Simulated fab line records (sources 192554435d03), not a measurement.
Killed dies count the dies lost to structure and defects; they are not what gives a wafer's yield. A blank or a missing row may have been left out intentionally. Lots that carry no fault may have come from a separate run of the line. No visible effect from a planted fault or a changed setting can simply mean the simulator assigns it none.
Split-lot study | flow n5Finfet | on a route of 1938 steps: 7 lots, 39 wafers read

== ON THE SPLIT ==
At N5_BEOL_M1_DEP_57 (deposits SiCN from 3MS/NH3, target thk 8 nm, time 14 s), the setting timeS was moved away from the recipe's 14 s on 18 of the 39 wafers read, by -36.3% to +59.9%. For the rest of the wafers, this setting stayed at what the recipe calls for.

Reading taken at the split's own step.

== THE READING ==
SiCN_of_BEOL_M1_DEP_57.thkNm (the simulator's own value, which no gauge read), in nm, at N5_BEOL_M1_DEP_57 (deposits SiCN from 3MS/NH3, target thk 8 nm, time 14 s). The file gives no usual value for it. The 21 wafers here that ran the recipe average 8.0 nm, standard deviation 0.2 nm.

wafer  | tool, chamber at the split | timeS as run, s | against the recipe | SiCN_of_BEOL_M1_DEP_57.thkNm, nm | against lot-mates on the recipe
L075.1 | pecvd-04, 0                | 22.39           | +59.9%             | 12.4                             | +4.5
L075.2 | pecvd-04, 2                | 14              | recipe             | 7.6                              | -
L075.3 | pecvd-04, 1,2              | 22.39           | +59.9%             | 12.6                             | +4.7
L075.5 | pecvd-04, 1,2              | 22.39           | +59.9%             | 12.6                             | +4.7
L075.4 | pecvd-04, 0                | 14              | recipe             | 8                                | -
L075.6 | pecvd-04, 1                | 14              | recipe             | 8.2                              | -
L079.1 | pecvd-02, 0                | 19.04           | +36.0%             | 11                               | +2.9
L079.4 | pecvd-02, 0                | 19.04           | +36.0%             | 11                               | +2.9
L079.2 | pecvd-02, 2,1              | 14              | recipe             | 8                                | -
L079.5 | pecvd-02, 2,1              | 14              | recipe             | 8                                | -
L079.3 | pecvd-02, 1                | 19.04           | +36.0%             | 10.6                             | +2.5
L079.6 | pecvd-02, 2                | 14              | recipe             | 8.2                              | -
L083.1 | pecvd-04, 0,0,2            | 10.44           | -25.4%             | 5.8                              | -2.1
L083.5 | pecvd-04, 0,0,2            | 10.44           | -25.4%             | 5.8                              | -2.1
L083.6 | pecvd-04, 0,0,2            | 10.44           | -25.4%             | 5.8                              | -2.1
L083.2 | pecvd-04, 2                | 14              | recipe             | 7.6                              | -
L083.3 | pecvd-04, 1                | 14              | recipe             | 7.8                              | -
L083.4 | pecvd-04, 1                | 14              | recipe             | 8.2                              | -
L087.1 | pecvd-01, 1,2,1            | 14              | recipe             | 8.2                              | -
L087.2 | pecvd-01, 1,2,1            | 14              | recipe             | 8.2                              | -
L087.6 | pecvd-01, 1,2,1            | 14              | recipe             | 8.2                              | -
L089.1 | pecvd-01, 2,0              | 14              | recipe             | 8                                | -
L089.3 | pecvd-01, 2,0              | 14              | recipe             | 8                                | -
L089.2 | pecvd-01, 1,0              | 10.44           | -25.4%             | 6.2                              | -1.9
L089.4 | pecvd-01, 1,0              | 10.44           | -25.4%             | 6.2                              | -1.9
L089.5 | pecvd-01, 2                | 10.44           | -25.4%             | 6                                | -2.1
L089.6 | pecvd-01, 1                | 14              | recipe             | 8.2                              | -
L096.1 | pecvd-02, 2                | 11.65           | -16.8%             | 6.4                              | -1.5
L096.2 | pecvd-02, 0,2              | 11.65           | -16.8%             | 6.6                              | -1.3
L096.5 | pecvd-02, 0,2              | 11.65           | -16.8%             | 6.6                              | -1.3
L096.3 | pecvd-02, 1,0              | 14              | recipe             | 7.8                              | -
L096.4 | pecvd-02, 1,0              | 14              | recipe             | 7.8                              | -
L096.6 | pecvd-02, 1                | 14              | recipe             | 8                                | -
L097.1 | pecvd-02, 0,1              | 8.918           | -36.3%             | 5.2                              | -2.9
L097.2 | pecvd-02, 0,1              | 8.918           | -36.3%             | 5.2                              | -2.9
L097.3 | pecvd-02, 2                | 8.918           | -36.3%             | 5                                | -3.1
L097.4 | pecvd-02, 2,1              | 14              | recipe             | 8                                | -
L097.6 | pecvd-02, 2,1              | 14              | recipe             | 8                                | -
L097.5 | pecvd-02, 0                | 14              | recipe             | 8.4                              | -
The file does not say which wafer passed through which chamber wherever a row lists several chambers: such a row stands for several wafers.

FIT RESULTS
A straight line over all 39 wafers: SiCN_of_BEOL_M1_DEP_57.thkNm changes by +0.078 nm for each +1% of timeS; r = +1.00; the points scatter about the line by 0.2 nm.
The same after taking each lot's own level away (the mean of its wafers on the recipe; 39 wafers): +0.0783 nm for each +1%; r = +1.00; scatter 0.15 nm.
The reading moves by 4.7 nm for the largest change in timeS, on that fit.
Across the lots, their own levels run from 7.87 to 8.20 nm, a range of 1.6 times the standard deviation given above.
Consequently the slope shifts little with the lot-to-lot level, the two slopes agreeing.
Check: +4.72 nm against its lot-mates is what the line predicts for one of the wafers moved furthest among these (+59.9%) when that wafer is left out of the fit. It came out at +4.47 nm against them.

== THESE WAFERS: OTHER SPLITS ==
Before the reading, these wafers also passed through other splits. Each is held against what the fit with the lots' levels taken away leaves over:
other split on the same wafers               | wafers away from the commonest value | r with SiCN_of_BEOL_M1_DEP_57.thkNm (lot level and that fit taken away)
N5_PMOS_HMC_CHANNEL_EPI_ETCH_38 targetDepthA | 12                                   | +0.17
N5_BEOL_M0_SAQP_PECVD_00 timeS               | 9                                    | +0.28

== FILE'S OWN FIT ==
SiCN_of_BEOL_M1_DEP_57.thkNm changes by +0.0783 nm for each +1% of timeS, r = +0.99.
